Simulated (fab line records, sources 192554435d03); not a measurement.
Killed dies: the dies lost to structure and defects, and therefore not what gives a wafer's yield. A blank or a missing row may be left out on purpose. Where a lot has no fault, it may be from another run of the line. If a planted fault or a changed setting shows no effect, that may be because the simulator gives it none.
fab line records	flow n5-finfet
record: lots: 11	wafers: 33	last-day: 19
route steps=1938 shown FIN_CUT@175 STI_FIN_REVEAL@196 DUMMY_GATE@214 PASSIVATION@1936
lots that met no fault: from a run of the same line without faults
start-h: the number of hours between the record's first day and the start of the first shown wafer of the lot	wait-h: hours from the lot's prior step to this one	" same as the row above	L1.1+2: a row that stands for several wafers	- either no value or no given start	* or withheld: withheld	< > ~ a bound
route shown NAME@n: a module of which the file shows steps, and the number in the route of the first	usual: mean/standard deviation of fault-free wafers	same: alike in all rows	chamber/n: place in a boat	sites: each site's reading	_std_site: the standard deviation of these	_edge_site: mean of outer sites minus mean of inner sites	radius-mm: for every site, how far away it sits from the centre of the wafer	mask NAME#n: copy n	behind: the last tool/chamber to shape the wafer	hold: cause of the lot's hold/its duration in hours/its outcome	device: names the non-switching transistor (n, p or np)	end of line: the route-end tests of the same wafers	a step without rows: its recipe alone	killed: at the first sort, the dies lost to defects and structure; wafer yield is something else	map: a wafer's dies, marking killed ones x, the rest . and places with no die _
set.NAME: the setting the step ran with; set.NAME@STEP: the setting that earlier step ran with	model.NAME: the simulator's own value behind a step, which no gauge read
a sample of lots followed through the steps of the route, with each step as a table and each wafer as a row
services: from which hour (start-h, from the record's first day; less than 0 if before it) a tool's chamber was out of use, for how many hours, and why
== steps ==
step: N5_FIN_CUT_PRECLEAN_35
recipe: time-s: 13.3	temp-c: 45	pressure-torr: 125	p-hf-torr: 3	p-coreactant-torr: 25	chemistry: vHF
usual: drypump-motor-current-A: 5.7/0.69
lot.wafer	tool	chamber	start-h	wait-h	drypump-motor-current-A
L896.2	vapor-etch-02	1	35.88	0.0	6.0
L896.3	"	0	"	"	5.1
L896.5	"	1	"	"	6.0
L897.3	vapor-etch-02	1	40.87	0.1	6.0
L897.4	"	1	"	"	6.0
L897.5	"	1	"	"	6.0
L898.2	vapor-etch-01	1	45.81	0.0	4.9
L898.3	"	0	"	"	6.5
L898.5	"	0	"	"	6.5
L900.1	vapor-etch-02	1	58.68	0.0	6.0
L900.3	"	1	"	"	6.0
L900.4	"	0	"	"	5.1
L902.4	vapor-etch-01	1	71.27	0.1	4.9
L902.5	"	1	"	"	4.9
L902.6	"	0	"	"	6.5
L907.2	vapor-etch-02	1	101.62	0.0	6.0
L907.3	"	0	"	"	5.1
L907.4	"	1	"	"	6.0
L908.2	vapor-etch-01	1	106.29	0.0	4.9
L908.3	"	1	"	"	4.9
L908.4	"	0	"	"	6.5
L913.1	vapor-etch-02	1	135.61	0.0	6.0
L913.2	"	0	"	"	5.1
L913.3	"	1	"	"	6.0
L916.3	vapor-etch-02	0	154.44	0.1	5.1
L916.4	"	1	"	"	6.0
L916.5	"	1	"	"	6.0
L917.2	vapor-etch-02	0	160.25	0.0	5.1
L917.3	"	0	"	"	5.1
L917.5	"	0	"	"	5.1
L918.2	vapor-etch-01	1	165.61	0.0	4.9
L918.4	"	1	"	"	4.9
L918.6	"	0	"	"	6.6
step: N5_FIN_CUT_CUT_ETCH_28
recipe: chemistry: HBr/Cl2/O2	target: Si	target-depth-a: 60	mask-material: SOC	time-s: 2.4	ion-energy-ev: *	bias-w: *	pressure-mtorr: 10	icp-w: 800	HBr_flow_sccm: 150	Cl2_flow_sccm: 80	O2_flow_sccm: 12
usual: O2_flow_sccm: 12.00/0.038	drypump-motor-current-A: 5.6/0.55	oes-product-au: 1.004/0.012	throttle-valve-pct: 37.3/0.31
lot.wafer	tool	chamber	start-h	wait-h	O2_flow_sccm	drypump-motor-current-A	oes-product-au	rf-hours-counter-h	throttle-valve-pct
L896.2	rie-si-01	3	36.03	0.0	12.04	4.7	1.010	188	37.5
L896.3	"	2	"	"	12.03	5.1	0.998	175	37.9
L896.5	"	1	"	"	11.96	5.9	0.997	-	37.0
L897.3	rie-si-04	0	41.05	0.0	11.98	5.5	1.007	12	37.4
L897.4	"	2	"	"	11.98	5.8	1.003	146	37.0
L897.5	"	1	"	"	11.93	4.8	0.996	-	37.0
L898.2	rie-si-04	1	45.96	0.0	12.03	4.8	0.991	38	37.0
L898.3	"	3	"	"	12.02	5.6	0.997	164	37.0
L898.5	"	1	"	"	12.01	4.8	1.003	-	37.0
L900.1	rie-si-04	1	58.84	0.0	11.97	4.8	1.001	39	37.0
L900.3	"	3	"	"	12.07	5.6	1.002	164	37.0
L900.4	"	0	"	"	12.00	5.5	1.011	12	37.4
L902.4	rie-si-03	0	71.38	0.0	12.01	6.2	1.012	143	37.5
L902.5	"	3	"	"	11.95	5.4	0.982	-	37.7
L902.6	"	0	"	"	12.06	6.2	1.006	-	37.5
L907.2	rie-si-01	2	101.78	0.0	11.95	5.1	0.992	176	37.9
L907.3	"	1	"	"	12.04	5.9	1.000	171	37.0
L907.4	"	0	"	"	11.96	5.4	1.039	71	37.2
L908.2	rie-si-01	2	106.43	0.0	11.93	5.1	0.999	177	37.9
L908.3	"	0	"	"	12.06	5.4	1.039	71	37.2
L908.4	"	3	"	"	11.92	4.7	1.012	190	37.5
L913.1	rie-si-04	1	135.74	0.0	12.00	4.8	0.996	40	37.0
L913.2	"	3	"	"	11.99	5.6	1.002	166	37.0
L913.3	"	0	"	"	11.98	5.5	1.011	13	37.4
L916.3	rie-si-04	1	154.56	0.0	12.04	4.8	1.004	41	37.0
L916.4	"	3	"	"	12.00	5.6	1.000	166	37.0
L916.5	"	0	"	"	12.01	5.5	1.005	-	37.4
L917.2	rie-si-04	2	160.38	0.0	12.00	5.8	1.004	149	37.0
L917.3	"	1	"	"	12.06	4.8	0.997	41	37.0
L917.5	"	0	"	"	12.03	5.4	1.010	-	37.4
L918.2	rie-si-04	3	165.75	0.0	12.04	5.6	1.000	166	37.0
L918.4	"	0	"	"	12.05	5.4	1.005	14	37.4
L918.6	"	2	"	"	12.00	5.8	1.004	-	37.0
step: N5_STI_FIN_REVEAL_RECESS_09
recipe: chemistry: HF/NH3	target: SiO2	afs-cycles: 11	target-depth-a: 425	temp-c: 30	sublimation-temp-c: 180	sublimation-time-s: 60
usual: drypump-motor-current-A: 5.7/0.72
lot.wafer	tool	chamber	start-h	wait-h	drypump-motor-current-A
L896.2	vapor-etch-02	1	43.10	0.7	6.0
L896.3	"	1	"	"	6.0
L896.5	"	1	45.22	2.9	6.0
L897.3	vapor-etch-01	1	48.99	0.6	4.9
L897.4	"	0	"	"	6.5
L897.5	"	1	"	"	4.9
L898.2	vapor-etch-02	0	52.15	0.0	5.1
L898.3	"	1	"	"	6.0
L898.5	"	0	"	"	5.1
L900.1	vapor-etch-01	0	65.63	0.0	6.6
L900.3	"	1	"	"	4.9
L900.4	"	0	"	"	6.5
L902.4	vapor-etch-01	1	78.48	0.6	4.9
L902.5	"	0	"	"	6.6
L902.6	"	1	"	"	4.9
L907.2	vapor-etch-01	0	107.96	0.0	6.5
L907.3	"	1	"	"	4.9
L907.4	"	0	"	"	6.5
L908.2	vapor-etch-02	0	112.62	0.0	5.1
L908.3	"	1	"	"	6.0
L908.4	"	0	"	"	5.1
L913.1	vapor-etch-02	1	141.91	0.0	6.0
L913.2	"	0	"	"	5.1
L913.3	"	1	"	"	6.0
L916.3	vapor-etch-01	0	161.29	0.6	6.5
L916.4	"	1	"	"	4.9
L916.5	"	0	"	"	6.6
L917.2	vapor-etch-01	1	166.87	0.0	4.9
L917.3	"	0	"	"	6.5
L917.5	"	0	"	"	6.5
L918.2	vapor-etch-01	1	172.04	0.0	4.9
L918.4	"	1	"	"	4.9
L918.6	"	0	"	"	6.5
step: N5_STI_FIN_REVEAL_FIN_H_MEAS_10
usual: trench-depth-nm: 51.7/0.9
lot.wafer	tool	chamber	start-h	wait-h	trench-depth-nm
L896.2	ocd-02	-	47.75	0.0	51.3
L896.3	"	-	"	"	51.8
L896.5	"	-	"	"	52.6
L897.3	ocd-01	-	51.17	0.0	50.7
L897.4	"	-	"	"	51.2
L897.5	"	-	"	"	51.3
L898.2	ocd-02	-	55.38	0.0	50.7
L898.3	"	-	"	"	51.0
L898.5	"	-	"	"	51.6
L900.1	ocd-01	-	68.33	0.0	51.2
L900.3	"	-	"	"	52.1
L900.4	"	-	"	"	51.0
L902.4	ocd-01	-	80.66	0.0	51.8
L902.5	"	-	"	"	50.9
L902.6	"	-	"	"	51.0
L907.2	ocd-02	-	110.68	0.0	50.9
L907.3	"	-	"	"	49.5
L907.4	"	-	"	"	52.6
L908.2	ocd-01	-	115.34	0.0	52.4
L908.3	"	-	"	"	50.9
L908.4	"	-	"	"	52.3
L913.1	ocd-02	-	144.61	0.0	51.6
L913.2	"	-	"	"	48.1
L913.3	"	-	"	"	52.1
L916.3	ocd-01	-	163.49	0.0	51.7
L916.4	"	-	"	"	51.2
L916.5	"	-	"	"	50.9
L917.2	ocd-01	-	169.75	0.0	52.5
L917.3	"	-	"	"	51.1
L917.5	"	-	"	"	51.6
L918.2	ocd-02	-	174.75	0.0	52.1
L918.4	"	-	"	"	52.2
L918.6	"	-	"	"	52.4
step: N5_DUMMY_GATE_ALD_02
recipe: material: SiO2	target-thk-a: 20	temp-c: 300	ald-precursor-family: BDEAS	ald-co-reactant: O2-plasma	pulse-time-s: 1	pressure-torr: 2
usual: heater-power-w: 454/33	precursor-pulse-height-rel: 0.999/0.019
lot.wafer	tool	chamber	start-h	wait-h	heater-power-w	precursor-pulse-height-rel	since-wet-clean-h
L896.2	ald-sin-02	0	48.68	0.8	482	1.019	329
L896.3	"	2	"	"	457	0.992	329
L896.5	"	2	"	"	444	1.016	-
L897.3	ald-sin-02	1	51.45	0.1	521	1.030	332
L897.4	"	0	"	"	476	0.995	332
L897.5	"	2	"	"	450	0.970	-
L898.2	ald-sin-04	3	55.56	0.0	467	0.985	48
L898.3	"	0	"	"	413	0.982	48
L898.5	"	0	"	"	423	1.027	-
L900.1	ald-sin-02	0	68.51	0.0	473	0.992	349
L900.3	"	3	"	"	494	1.012	349
L900.4	"	1	"	"	523	1.002	349
L902.4	ald-sin-02	3	81.16	0.4	496	1.004	362
L902.5	"	1	"	"	528	0.993	-
L902.6	"	0	"	"	480	0.995	-
L907.2	ald-sin-04	2	110.91	0.0	438	1.008	103
L907.3	"	1	"	"	447	1.018	103
L907.4	"	3	"	"	452	1.015	103
L908.2	ald-sin-04	1	115.57	0.1	436	0.993	108
L908.3	"	0	"	"	425	0.966	108
L908.4	"	2	"	"	431	0.966	108
L913.1	ald-sin-01	0	144.79	0.0	484	0.986	332
L913.2	"	2	"	"	479	0.988	332
L913.3	"	3	"	"	436	1.028	332
L916.3	ald-sin-04	3	163.83	0.2	449	0.997	156
L916.4	"	2	"	"	435	0.995	156
L916.5	"	2	"	"	426	0.993	-
L917.2	ald-sin-01	0	170.94	1.0	466	0.985	358
L917.3	"	2	"	"	460	1.000	358
L917.5	"	1	"	"	401	0.989	-
L918.2	ald-sin-01	3	175.26	0.4	432	1.002	363
L918.4	"	1	"	"	404	1.023	363
L918.6	"	3	"	"	435	0.964	-
step: N5_PASSIVATION_PROBE_49
usual: killed_at_M0_to_M3: 33/11	killed_at_M4_up: 15/6.2	killed-at-contacts: 13/6.5	killed-at-front-end: 38/11	killed-at-other: 3.4/2.6	killed-dies: 102/17	killed-open: 67/12	killed-short: 34/7.9
same: gross-dies: 1180	killed-at-back-side: 0
lot.wafer	tool	chamber	start-h	wait-h	killed_at_M0_to_M3	killed_at_M4_up	killed-at-contacts	killed-at-front-end	killed-at-other	killed-dies	killed-open	killed-short
L896.2	prober-02	-	297.64	0.1	34	4	10	43	1	92	65	27
L896.3	prober-02	-	297.69	0.1	34	3	12	37	3	89	48	36
L896.5	prober-02	-	297.79	0.2	46	14	21	29	2	112	73	39
L908.2	prober-02	-	388.89	0.1	25	9	5	29	4	72	40	28
killed by level:class
L896.2 BEOL_M0_SAQP:geometric-particle:open=12 STI_FIN_REVEAL:geometric-particle:open=10 DUMMY_GATE:geometric-particle:open=8 BEOL_M0_SAQP:geometric-particle:short=8 MOL_CONTACT_COAG:geometric-particle:open=7 BEOL_M2:geometric-particle:open=7 GATE_CUT:geometric-particle:short=6 GATE_CUT:geometric-particle:open=6
L896.3 BEOL_M0_SAQP:geometric-particle:short=13 STI_FIN_REVEAL:geometric-particle:open=10 MOL_CONTACT_COAG:geometric-particle:open=9 BEOL_M0_SAQP:geometric-particle:open=8 GATE_CUT:geometric-particle:short=6 GATE_CUT:geometric-particle:open=4 BEOL_M3:geometric-particle:open=4 HKMG_FIN:area-etch=4
L896.5 MOL_CONTACT_COAG:geometric-particle:open=18 BEOL_M2:geometric-particle:open=11 BEOL_M0_SAQP:geometric-particle:open=9 BEOL_M0_SAQP:geometric-particle:short=8 BEOL_M4:geometric-particle:open=7 FIN_SAQP:geometric-particle:short=6 DUMMY_GATE:geometric-particle:open=5 STI_FIN_REVEAL:geometric-particle:open=4
L908.2 FIN_SAQP:geometric-particle:short=10 FIN_SAQP:geometric-particle:open=8 BEOL_M0:geometric-particle:short=7 DUMMY_GATE:geometric-particle:open=4 BEOL_M0:geometric-particle:open=4 MOL_CONTACT_COAG:geometric-particle:open=3 BEOL_M3:geometric-particle:open=3 BEOL_M0_SAQP:geometric-particle:open=3
== services ==
tool	chamber	start-h	hours	kind
rie-si-03	0	12.53	2.4	repair
ald-sin-01	0	19.00	9.4	repair
ald-sin-04	-	21.17	0.7	repair
ald-sin-02	2	36.10	6.5	repair
vapor-etch-02	0	39.04	7.7	repair
rie-si-03	-	44.43	0.6	repair
ald-sin-04	3	64.33	5.4	repair
vapor-etch-02	-	74.34	0.4	repair
ald-sin-02	-	85.25	14.0	pm
ald-sin-02	0	85.25	14.0	vent-cycle
ald-sin-02	1	85.25	14.0	vent-cycle
ald-sin-02	2	85.25	14.0	vent-cycle
ald-sin-02	3	85.25	14.0	vent-cycle
rie-si-03	0	96.08	10.2	repair
vapor-etch-02	-	98.77	2.3	repair
ald-sin-02	0	99.25	-	clean
ald-sin-02	1	99.25	-	clean
ald-sin-02	2	99.25	-	clean
ald-sin-02	3	99.25	-	clean
ald-sin-01	-	121.04	14.6	pm
rie-si-03	2	144.22	29.4	repair
rie-si-03	-	148.63	11.8	repair
ald-sin-02	3	159.26	1.7	repair
== key ==
first-sign: step: N5_STI_FIN_REVEAL_FIN_H_MEAS_10	reading: trench-depth-nm	direction: down	sigmas: 3.9	usual: 51.7	struck: 48.1
effect none on later readings
met-at N5_STI_FIN_REVEAL_RECESS_09
struck-lots L913
struck-wafers L913.2
tester-left-out L913
not-acting-at N5_FIN_CUT_PRECLEAN_35,N5_FIN_CUT_CUT_ETCH_28,N5_DUMMY_GATE_ALD_02
onset-between 112.62 141.91
fault: kind: process-parameter-drift	tool: vapor-etch-02	chamber: 0	onset-h: 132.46	steps: N5_STI_FIN_REVEAL_RECESS_09	channel: target-depth-a	offset: -29.658	shape: step	end-h: 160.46	acts-in: these-recipes-only	stated: 425
tester-left-out: of these lots the tester's yield and bins aren't shown, on N5 and GAA mostly nor the transistor test; their killed dies are dies lost to structure and defects alone, not to doping, threshold or leakage, so they don't give the yield
